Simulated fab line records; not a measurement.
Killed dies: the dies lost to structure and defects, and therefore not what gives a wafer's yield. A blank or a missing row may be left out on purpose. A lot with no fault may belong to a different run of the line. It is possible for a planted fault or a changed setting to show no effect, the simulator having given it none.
Matching of chambers :: flow n5-finfet :: N5_FIN_SAQP_PECVD_48 on pecvd-03: 3 sister chambers
The step deposits SiNx from SiH4/NH3/N2, target thk 25 nm, time 22.1 s. 3 wafers are shown with their chamber, then 9 later ones without.

WAFERS WITH THEIR CHAMBER
wafer: L083.5
chamber: 1
showerhead-plenum-p-Torr (Torr): 5.00

wafer: L086.3
chamber: 0
showerhead-plenum-p-Torr (Torr): 5.24

wafer: L086.6
chamber: 2
showerhead-plenum-p-Torr (Torr): 5.07

WAFERS WHOSE CHAMBER IS MISSING
wafer: L089.1
showerhead-plenum-p-Torr (Torr): 5.07

wafer: L089.3
showerhead-plenum-p-Torr (Torr): 5.24

wafer: L089.5
showerhead-plenum-p-Torr (Torr): 4.99

wafer: L096.2
showerhead-plenum-p-Torr (Torr): 5.01

wafer: L096.4
showerhead-plenum-p-Torr (Torr): 5.07

wafer: L096.5
showerhead-plenum-p-Torr (Torr): 5.24

wafer: L097.3
showerhead-plenum-p-Torr (Torr): 5.08

wafer: L097.4
showerhead-plenum-p-Torr (Torr): 5.06

wafer: L097.5
showerhead-plenum-p-Torr (Torr): 5.00

WHICH CHAMBER EACH ONE RAN IN
wafer: L089.1
from the rows above: 2
in truth: 2

wafer: L089.3
from the rows above: 0
in truth: 0

wafer: L089.5
from the rows above: 1
in truth: 1

wafer: L096.2
from the rows above: 1
in truth: 1

wafer: L096.4
from the rows above: 2
in truth: 2

wafer: L096.5
from the rows above: 0
in truth: 0

wafer: L097.3
from the rows above: 2
in truth: 2

wafer: L097.4
from the rows above: 2
in truth: 2

wafer: L097.5
from the rows above: 1
in truth: 1
Correct placement for 9 of the 9. Number that these rows cannot place: 0. 0 placed wrongly.
How it was worked out, from the rows above alone: a wafer's distance from a chamber is the root of the sum, over the readings, of the square of ((its reading less the chamber's mean) divided by the reading's scatter). The wafer belongs to the nearest chamber; if the next one is less than 2 further off, it can't be placed. Each chamber's mean is taken over the wafers shown for it. The scatter: with one shown wafer a chamber, the root of the mean of the squares of how far each hidden wafer lies from its nearest shown one.
